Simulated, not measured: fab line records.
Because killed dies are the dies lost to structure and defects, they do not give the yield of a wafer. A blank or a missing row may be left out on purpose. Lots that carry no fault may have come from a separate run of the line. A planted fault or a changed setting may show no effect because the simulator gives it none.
Which of the tools did it?    flow n5_finfet    27 wafers sampled from 9 lots at 1 step of a route of 1938

== WHAT EACH GAUGE READ, for each wafer ==
N5_BEOL_M8_OVL_MEAS_12.
lot   measured      on          M8_OVL (nm)
L075  day 9 14:14   overlay-01  -0.3 0.3 -0.4
L078  day 9 22:05   overlay-01  -0.1 0.2 0.7
L080  day 10 06:08  overlay-01  0.0 0.3 0.5
L083  day 10 14:28  overlay-01  0.3 0.4 0.4
L088  day 14 04:13  overlay-01  0.8 0.4 1.8
L094  day 14 10:15  overlay-02  0.4 0.7 0.8
L089  day 14 23:33  overlay-02  0.2 0.2 0.2
L087  day 15 17:31  overlay-01  0.9 0.9 -0.3
L096  day 15 21:23  overlay-02  2.1 1.4 0.8

== WHICH TOOL RAN EACH LOT (tool, then ch and the chambers of the sampled wafers, then the start) ==
No process step before these readings appears in the record.

== THE ANSWER, worked out from the rows above alone ==
Rule: the usual values come from the lots themselves. The widest of any qualifying gaps counts: lots, ordered by their means at a reading, are off when they make up no more than a third of the lots, leave a main group of 4 or more, and stand apart from it by 3 or more times the standard deviation of that group's means. A main group is skipped when, at the precision printed for the reading in the tables above, its means are all equal. A lot without any number at a reading at which 4 lots or more have one is off too. Any other lot the step has rows for is counted as sound.
Nothing can be told from this: no lot is off at any reading shown.

== WHAT THE SIMULATOR PUT IN ==
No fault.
